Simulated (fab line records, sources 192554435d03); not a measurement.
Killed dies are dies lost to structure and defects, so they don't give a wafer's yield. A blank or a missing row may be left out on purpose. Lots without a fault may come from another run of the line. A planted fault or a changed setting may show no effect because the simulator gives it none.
Chamber matching | flow n5_finfet | N5_FIN_CUT_STRIP_24 on rie_diel-01: 4 sister chambers
The step strips in CF4. 7 wafers are shown with their chamber, then 8 later ones without.

WAFERS WITH THEIR CHAMBER
wafer  | chamber | showerhead_plenum_p_Torr (Torr) | throttle_valve_pct (%)
L075.5 | 3       | 1.85                            | 13.60
L079.4 | 1       | 1.69                            | 13.79
L079.6 | 1       | 1.69                            | 13.78
L083.1 | 2       | 1.86                            | 13.81
L083.2 | 0       | 1.85                            | 13.80
L083.4 | 2       | 1.86                            | 13.83
L091.4 | 0       | 1.84                            | 13.82

WAFERS WITHOUT THEIR CHAMBER
wafer  | showerhead_plenum_p_Torr (Torr) | throttle_valve_pct (%)
L091.5 | 1.84                            | 13.68
L091.6 | 1.84                            | 13.83
L092.1 | 1.90                            | 13.26
L092.4 | 1.84                            | 13.85
L092.6 | 1.86                            | 13.85
L097.1 | 1.84                            | 13.69
L097.4 | 1.85                            | 13.90
L097.5 | 1.84                            | 13.66

WHICH CHAMBER EACH WENT THROUGH
wafer  | from the rows above     | in truth
L091.5 | 3                       | 3
L091.6 | 0                       | 0
L092.1 | 3                       | 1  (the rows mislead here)
L092.4 | can't be placed: 0 or 2 | 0
L092.6 | 2                       | 2
L097.1 | 3                       | 3
L097.4 | can't be placed: 2 or 0 | 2
L097.5 | 3                       | 3
Placed correctly: 5 of 8. Can't be placed from these rows: 2 (the true chamber is among the candidates in 2). Placed wrongly: 1.
How it was worked out, from the rows above alone: a wafer's distance from a chamber is the root of the sum, over the readings, of the square of ((its reading less the chamber's mean) divided by the reading's scatter). The wafer belongs to the nearest chamber; if the next one is less than 2 further off, it can't be placed. A chamber's mean is the mean of its shown wafers. The scatter: the root of (the sum of the squares of (reading less its chamber's mean) over the shown wafers, divided by (wafers less chambers)).
